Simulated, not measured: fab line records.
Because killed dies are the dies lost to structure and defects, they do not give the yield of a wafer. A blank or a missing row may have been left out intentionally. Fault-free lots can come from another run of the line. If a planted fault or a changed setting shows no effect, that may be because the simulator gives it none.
fab line records | flow nandHarc
[record] lots = 6 | wafers = 17 | lastDay = 23
route steps=1159 shown A_SOURCE_PLATE@418 A_ONON_D1@424 END@1159
lots that met no fault: taken from a fault-free run of the same line
startH: start of the lot's first displayed wafer, in hours after the record's first day | waitH: time in hours since the lot's previous step | " identical to the entry in the row above | L1.1+2: a single row standing in for several wafers | - no value, or no start given | * or withheld: withheld | < > ~ a bound
route shown NAME@n: a module of which the file shows steps, and the number in the route of the first | usual: the fault-free wafers' mean and standard deviation | same: alike in all rows | chamber/n: place in a boat | sites: per-site readings | _std_site: the standard deviation of these | _edge_site: outer sites' mean less inner sites' | radiusMm: how far each site lies from the wafer's centre | mask NAME#n: copy n | behind: tool/chamber where the wafer was last shaped | hold: what put the lot on hold/how long, in hours/how the hold closed | device: whichever transistor did not switch (one of n, p or np) | end of line: tests run on the same wafers once the route is complete | where a step has no rows: the recipe by itself | killed: not the wafer's yield, but the dies lost to structure and defects at the first sort | map: a wafer's dies, marking killed ones x, the rest . and places with no die _
set.NAME: the setting as run; set.NAME@STEP: as run at that earlier step | model.NAME: the simulator's own value behind a step, which no gauge read
lots at some steps of the route; a table a step, a row a wafer
services: a tool's chamber out of use, with start hour (startH, from the record's first day; less than 0 if before it), hours out, and reason
[[steps]]
[step NHARC_A_SOURCE_PLATE_CVD_03]
[recipe] targetThkA = 2000 | tempC = 620 | pressureMtorr = 200 | timeS = 4000 | material = poly-Si
[step NHARC_A_SOURCE_PLATE_ANNEAL_05]
[recipe] tempC = 850 | timeS = 1800
[step NHARC_A_SOURCE_PLATE_THK_MEAS_06]
[recipe] thkMeasGauge = ellipsometry
[usual] thkNm = 199.8/2.1
lot.wafer | tool         | chamber | startH | waitH | thkNm
L448.1    | filmMetro-02 | -       | 163.14 | 0.4   | 199.1
L448.5    | "            | -       | "      | "     | 196.7
L448.6    | "            | -       | "      | "     | 200.5
L450.2    | filmMetro-01 | -       | 171.16 | 0.4   | 201.1
L450.3    | "            | -       | "      | "     | 202.2
L450.6    | "            | -       | "      | "     | 200.8
L455.3    | filmMetro-01 | -       | 201.75 | 0.4   | 198.8
L455.4    | "            | -       | "      | "     | 198.3
L457.3    | filmMetro-01 | -       | 213.27 | 0.4   | 200.2
L457.5    | "            | -       | "      | "     | 201.2
L457.6    | "            | -       | "      | "     | 196.4
L462.1    | filmMetro-01 | -       | 252.04 | 0.4   | 200.1
L462.4    | "            | -       | "      | "     | 199.2
L462.6    | "            | -       | "      | "     | 198.8
L470.1    | filmMetro-02 | -       | 286.28 | 0.4   | 201.0
L470.3    | "            | -       | "      | "     | 199.9
L470.6    | "            | -       | "      | "     | 196.9
[step NHARC_A_SOURCE_PLATE_INSPECT_08]
[usual] rawDefectCount = 62/26
lot.wafer | tool             | chamber | startH | waitH | rawDefectCount
L448.1    | defectInspect-01 | -       | 163.21 | 0.0   | 47
L448.5    | "                | -       | "      | "     | 60
L448.6    | "                | -       | "      | "     | 48
L450.2    | defectInspect-01 | -       | 171.27 | 0.0   | 54
L450.3    | "                | -       | "      | "     | 57
L450.6    | "                | -       | "      | "     | 65
L455.3    | defectInspect-01 | -       | 201.82 | 0.0   | 72
L455.4    | "                | -       | "      | "     | 55
L457.3    | defectInspect-01 | -       | 213.34 | 0.0   | 77
L457.5    | "                | -       | "      | "     | 65
L457.6    | "                | -       | "      | "     | 72
L462.1    | defectInspect-01 | -       | 252.12 | 0.1   | 43
L462.4    | "                | -       | "      | "     | 37
L462.6    | "                | -       | "      | "     | 35
L470.1    | defectInspect-01 | -       | 286.36 | 0.0   | 58
L470.3    | "                | -       | "      | "     | 42
L470.6    | "                | -       | "      | "     | 57
[step NHARC_A_ONON_D1_DEP_00]
[recipe] targetThkA = 10000 | n2FlowSccm = 2750 | n2oFlowSccm = 2000 | nh3FlowSccm = 500 | sih4FlowSccm = 210 | tempC = 400
[step NHARC_A_ONON_D1_THK_MEAS_02]
[recipe] thkMeasGauge = ellipsometry
[usual] thkNm = 999/9
lot.wafer | tool         | chamber | startH | waitH | thkNm
L448.1    | filmMetro-01 | -       | 163.78 | -     | 985
L448.5    | "            | -       | "      | "     | 988
L448.6    | "            | -       | "      | "     | 986
L450.2    | filmMetro-01 | -       | 171.85 | -     | 974
L450.3    | "            | -       | "      | "     | 975
L450.6    | "            | -       | "      | "     | 974
L455.3    | filmMetro-02 | -       | 202.39 | -     | 1004
L455.4    | "            | -       | "      | "     | 1004
L457.3    | filmMetro-01 | -       | 213.94 | -     | 992
L457.5    | "            | -       | "      | "     | 993
L457.6    | "            | -       | "      | "     | 994
L462.1    | filmMetro-01 | -       | 252.69 | -     | 996
L462.4    | "            | -       | "      | "     | 995
L462.6    | "            | -       | "      | "     | 995
L470.1    | filmMetro-01 | -       | 286.94 | -     | 988
L470.3    | "            | -       | "      | "     | 989
L470.6    | "            | -       | "      | "     | 989
[step NHARC_A_ONON_D1_DEP_03]
[recipe] targetThkA = 10000 | n2FlowSccm = 2750 | n2oFlowSccm = 2000 | nh3FlowSccm = 500 | sih4FlowSccm = 210 | tempC = 400
[step NHARC_A_ONON_D1_THK_MEAS_05]
[recipe] thkMeasGauge = ellipsometry
[usual] thkNm = 1003/11
lot.wafer | tool         | chamber | startH | waitH | thkNm
L448.1    | filmMetro-01 | -       | 164.35 | -     | 1014
L448.5    | "            | -       | "      | "     | 1014
L448.6    | "            | -       | "      | "     | 1012
L450.2    | filmMetro-01 | -       | 172.41 | -     | 1000
L450.3    | "            | -       | "      | "     | 999
L450.6    | "            | -       | "      | "     | 999
L455.3    | filmMetro-02 | -       | 202.96 | -     | 1010
L455.4    | "            | -       | "      | "     | 1009
L457.3    | filmMetro-02 | -       | 214.62 | -     | 1009
L457.5    | "            | -       | "      | "     | 1008
L457.6    | "            | -       | "      | "     | 1008
L462.1    | filmMetro-02 | -       | 253.26 | -     | 1008
L462.4    | "            | -       | "      | "     | 1009
L462.6    | "            | -       | "      | "     | 1007
L470.1    | filmMetro-02 | -       | 287.53 | -     | 1015
L470.3    | "            | -       | "      | "     | 1016
L470.6    | "            | -       | "      | "     | 1015
[step NHARC_A_ONON_D1_DEP_06]
[recipe] targetThkA = 10000 | n2FlowSccm = 2750 | n2oFlowSccm = 2000 | nh3FlowSccm = 500 | sih4FlowSccm = 210 | tempC = 400
[step NHARC_A_ONON_D1_THK_MEAS_08]
[recipe] thkMeasGauge = ellipsometry
[usual] thkNm = 1001/9.5
lot.wafer | tool         | chamber | startH | waitH | thkNm
L448.1    | filmMetro-02 | -       | 164.92 | -     | 1012
L448.5    | "            | -       | "      | "     | 1011
L448.6    | "            | -       | "      | "     | 1013
L450.2    | filmMetro-01 | -       | 172.98 | -     | 1010
L450.3    | "            | -       | "      | "     | 1012
L450.6    | "            | -       | "      | "     | 1012
L455.3    | filmMetro-02 | -       | 203.79 | -     | 1003
L455.4    | "            | -       | "      | "     | 1005
L457.3    | filmMetro-01 | -       | 215.31 | -     | 1011
L457.5    | "            | -       | "      | "     | 1011
L457.6    | "            | -       | "      | "     | 1011
L462.1    | filmMetro-01 | -       | 253.83 | -     | 998
L462.4    | "            | -       | "      | "     | 999
L462.6    | "            | -       | "      | "     | 998
L470.1    | filmMetro-02 | -       | 288.10 | -     | 1005
L470.3    | "            | -       | "      | "     | 1004
L470.6    | "            | -       | "      | "     | 1004
[step NHARC_A_ONON_D1_DEP_09]
[recipe] targetThkA = 10000 | n2FlowSccm = 2750 | n2oFlowSccm = 2000 | nh3FlowSccm = 500 | sih4FlowSccm = 210 | tempC = 400
lot.wafer  | tool         | chamber | startH | waitH
L448.1+5+6 | pecvdOnon-01 | 0       | 164.97 | 0.1
L450.2+3+6 | pecvdOnon-04 | 0       | 173.10 | 0.1
L455.3+4   | pecvdOnon-04 | 0       | 204.10 | 0.3
L457.3+5+6 | pecvdOnon-04 | 0       | 215.49 | 0.2
L462.1+4+6 | pecvdOnon-01 | 0       | 253.88 | 0.1
L470.1+3+6 | pecvdOnon-02 | 0       | 288.15 | 0.1
[step NHARC_A_ONON_D1_THK_MEAS_11]
[recipe] thkMeasGauge = ellipsometry
[usual] thkNm = 996/9.1
lot.wafer | tool         | chamber | startH | waitH | thkNm
L448.1    | filmMetro-01 | -       | 165.49 | -     | 998
L448.5    | "            | -       | "      | "     | 998
L448.6    | "            | -       | "      | "     | 998
L450.2    | filmMetro-01 | -       | 173.55 | -     | 1008
L450.3    | "            | -       | "      | "     | 1008
L450.6    | "            | -       | "      | "     | 1009
L455.3    | filmMetro-02 | -       | 204.50 | -     | 1412
L455.4    | "            | -       | "      | "     | 1014
L457.3    | filmMetro-02 | -       | 215.88 | -     | 1373
L457.5    | "            | -       | "      | "     | 977
L457.6    | "            | -       | "      | "     | 978
L462.1    | filmMetro-02 | -       | 254.39 | -     | 993
L462.4    | "            | -       | "      | "     | 992
L462.6    | "            | -       | "      | "     | 994
L470.1    | filmMetro-02 | -       | 288.67 | -     | 987
L470.3    | "            | -       | "      | "     | 989
L470.6    | "            | -       | "      | "     | 989
[step NHARC_A_ONON_D1_DEP_12]
[recipe] targetThkA = 10000 | n2FlowSccm = 2750 | n2oFlowSccm = 2000 | nh3FlowSccm = 500 | sih4FlowSccm = 210 | tempC = 400
[step NHARC_END_SORT_01]
[recipe] tempC = 25
[usual] killedAtArray = 27/9.9 | killedAtOther = 0.5/0.76 | killedAtPeriphery = 3.4/2.2 | killedDies = 31/10 | killedOpen = 3.3/2 | killedShort = 2.0/1.5
[same] grossDies = 677
lot.wafer | tool      | chamber | startH | waitH | killedAtArray | killedAtOther | killedAtPeriphery | killedDies | killedOpen | killedShort
L455.3    | prober-01 | 0       | 485.52 | 3.1   | 672           | 0             | 5                 | 677        | 3          | 2
L457.3    | prober-01 | 0       | 494.43 | 3.1   | 676           | 0             | 1                 | 677        | 4          | 1
// killed by level:class
L455.3 A_ONON_D1:areaDep=653 A_STAIRCASE:chamberFilmFlake=4 A_CHANNEL_HOLE_D1:chamberFilmFlake=3 A_CONTACT:chamberFilmFlake=3 A_CONTACT:geometricParticle:open=2 P_M1:chamberFilmFlake=2 P_M2:chamberFilmFlake=2 A_SLIT:chamberFilmFlake=2
L457.3 A_ONON_D1:areaDep=662 A_CONTACT:chamberFilmFlake=6 A_STAIRCASE:chamberFilmFlake=2 A_SGD_CUT:geometricParticle:open=1 A_CONTACT:geometricParticle:short=1 A_CONTACT:geometricParticle:open=1 A_BLC:geometricParticle:open=1 A_M1:geometricParticle:open=1
// map L455.3 (x killed, . not)
____________x____________
_________xxxxxxx_________
_______xxxxxxxxxxx_______
______xxxxxxxxxxxxx______
_____xxxxxxxxxxxxxxx_____
____xxxxxxxxxxxxxxxxx____
____xxxxxxxxxxxxxxxxx____
___xxxxxxxxxxxxxxxxxxx___
___xxxxxxxxxxxxxxxxxxx___
__xxxxxxxxxxxxxxxxxxxxx__
__xxxxxxxxxxxxxxxxxxxxx__
_xxxxxxxxxxxxxxxxxxxxxxx_
_xxxxxxxxxxxxxxxxxxxxxxx_
_xxxxxxxxxxxxxxxxxxxxxxx_
_xxxxxxxxxxxxxxxxxxxxxxx_
_xxxxxxxxxxxxxxxxxxxxxxx_
xxxxxxxxxxxxxxxxxxxxxxxxx
xxxxxxxxxxxxxxxxxxxxxxxxx
xxxxxxxxxxxxxxxxxxxxxxxxx
xxxxxxxxxxxxxxxxxxxxxxxxx
xxxxxxxxxxxxxxxxxxxxxxxxx
_xxxxxxxxxxxxxxxxxxxxxxx_
_xxxxxxxxxxxxxxxxxxxxxxx_
_xxxxxxxxxxxxxxxxxxxxxxx_
_xxxxxxxxxxxxxxxxxxxxxxx_
_xxxxxxxxxxxxxxxxxxxxxxx_
__xxxxxxxxxxxxxxxxxxxxx__
__xxxxxxxxxxxxxxxxxxxxx__
___xxxxxxxxxxxxxxxxxxx___
___xxxxxxxxxxxxxxxxxxx___
____xxxxxxxxxxxxxxxxx____
____xxxxxxxxxxxxxxxxx____
_____xxxxxxxxxxxxxxx_____
______xxxxxxxxxxxxx______
_______xxxxxxxxxxx_______
_________xxxxxxx_________
____________x____________
// map L457.3 (x killed, . not)
____________x____________
_________xxxxxxx_________
_______xxxxxxxxxxx_______
______xxxxxxxxxxxxx______
_____xxxxxxxxxxxxxxx_____
____xxxxxxxxxxxxxxxxx____
____xxxxxxxxxxxxxxxxx____
___xxxxxxxxxxxxxxxxxxx___
___xxxxxxxxxxxxxxxxxxx___
__xxxxxxxxxxxxxxxxxxxxx__
__xxxxxxxxxxxxxxxxxxxxx__
_xxxxxxxxxxxxxxxxxxxxxxx_
_xxxxxxxxxxxxxxxxxxxxxxx_
_xxxxxxxxxxxxxxxxxxxxxxx_
_xxxxxxxxxxxxxxxxxxxxxxx_
_xxxxxxxxxxxxxxxxxxxxxxx_
xxxxxxxxxxxxxxxxxxxxxxxxx
xxxxxxxxxxxxxxxxxxxxxxxxx
xxxxxxxxxxxxxxxxxxxxxxxxx
xxxxxxxxxxxxxxxxxxxxxxxxx
xxxxxxxxxxxxxxxxxxxxxxxxx
_xxxxxxxxxxxxxxxxxxxxxxx_
_xxxxxxxxxxxxxxxxxxxxxxx_
_xxxxxxxxxxxxxxxxxxxxxxx_
_xxxxxxxxxxxxxxxxxxxxxxx_
_xxxxxxxxxxxxxxxxxxxxxxx_
__xxxxxxxxxxxxxxxxxxxxx__
__xxxxxxxxxxxxxxxxxxxxx__
___xxxxxxxxxxxxxxxxxxx___
___xxxxxxxxxxxxxxxxxxx___
____xxxxxxxxxxxxxxxxx____
____xxxxxxxxxxxxxxxxx____
_____xxxxxxxxxxxxxxx_____
______xxxxxxxxxxxxx______
_______xxxxxxxxxxx_______
_________xxxxxxx_________
____________x____________
[[services]]
tool         | chamber | startH | hours | kind
pecvdOnon-01 | -       | 195.03 | 13.0  | pm
pecvdOnon-02 | -       | 208.27 | 11.4  | repair
pecvdOnon-04 | -       | 237.09 | 13.0  | pm
[[key]]
[firstSign] step = NHARC_A_ONON_D1_THK_MEAS_11 | reading = thkNm | direction = up | sigmas = 43 | usual = 996 | struck = 1392
[effect] step = NHARC_END_SORT_01 | reading = killedAtArray | direction = up | sigmas = 65 | usual = 27 | struck = 674
[moreKillsBornAt] NHARC_A_ONON_D1_DEP_09@pecvdOnon-04 = 1315
metAt NHARC_A_ONON_D1_DEP_09
struckWafers L455.3,L457.3
laterRowsLeftOut L455.3,L457.3
testerLeftOut L455,L457
onsetBetween 173.10 204.10
[fault] kind = processParameterDrift | tool = pecvdOnon-04 | chamber = - | onsetH = 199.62 | steps = NHARC_A_ONON_D1_DEP_09 | channel = targetThkA | offset = * | shape = step | endH = 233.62 | scope = struckWafersOnly | actsIn = * | stated = *
// testerLeftOut: of these lots the tester's yield and bins aren't shown, on N5 and GAA mostly nor the transistor test; their killed dies are dies lost to structure and defects alone, not to doping, threshold or leakage, so they don't give the yield
// laterRowsLeftOut: the simulator's readings of these wafers behind a module that went badly wrong aren't trusted and aren't shown, but for the sort
